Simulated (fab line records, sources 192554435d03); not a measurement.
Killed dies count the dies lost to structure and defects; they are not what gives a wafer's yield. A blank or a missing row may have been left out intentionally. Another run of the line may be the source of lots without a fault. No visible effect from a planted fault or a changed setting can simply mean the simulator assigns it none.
Matching of chambers ; flow n5-finfet ; 4 sister chambers for N5_MIM_BOT_ETCH_STRIP_01 on rie-diel-04
The step strips in O2. 4 wafers are shown with their chamber, then 8 later ones without.

## EACH WAFER AND ITS CHAMBER
wafer;chamber;showerhead-plenum-p-Torr (Torr)
L512.4;1;2.17
L516.3;2;2.03
L516.6;3;2.03
L520.2;0;2.21

## WAFERS WITHOUT THEIR CHAMBER
wafer;showerhead-plenum-p-Torr (Torr)
L520.4;2.03
L520.6;2.16
L521.1;2.03
L521.2;2.21
L521.3;2.02
L523.1;2.21
L523.3;2.16
L523.4;2.16

## WHICH CHAMBER EACH WENT THROUGH
wafer;from the rows above;in truth
L520.4;can't be placed: 2 or 3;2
L520.6;1;1
L521.1;can't be placed: 2 or 3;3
L521.2;0;0
L521.3;can't be placed: 2 or 3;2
L523.1;0;0
L523.3;1;1
L523.4;1;1
Correct placement for 5 of the 8. Not placeable from these rows: 3 (in 3, the candidates include the true chamber). Number placed wrongly: 0.
How it was worked out, from the rows above alone: a wafer's distance from a chamber is the root of the sum, over the readings, of the square of ((its reading less the chamber's mean) divided by the reading's scatter). The wafer belongs to the nearest chamber; if the next one is less than 2 further off, it can't be placed. The mean given for a chamber averages the wafers shown for that chamber. The scatter (one wafer shown for each chamber): square how far every hidden wafer sits from the nearest shown wafer, average those squares and take the square root.
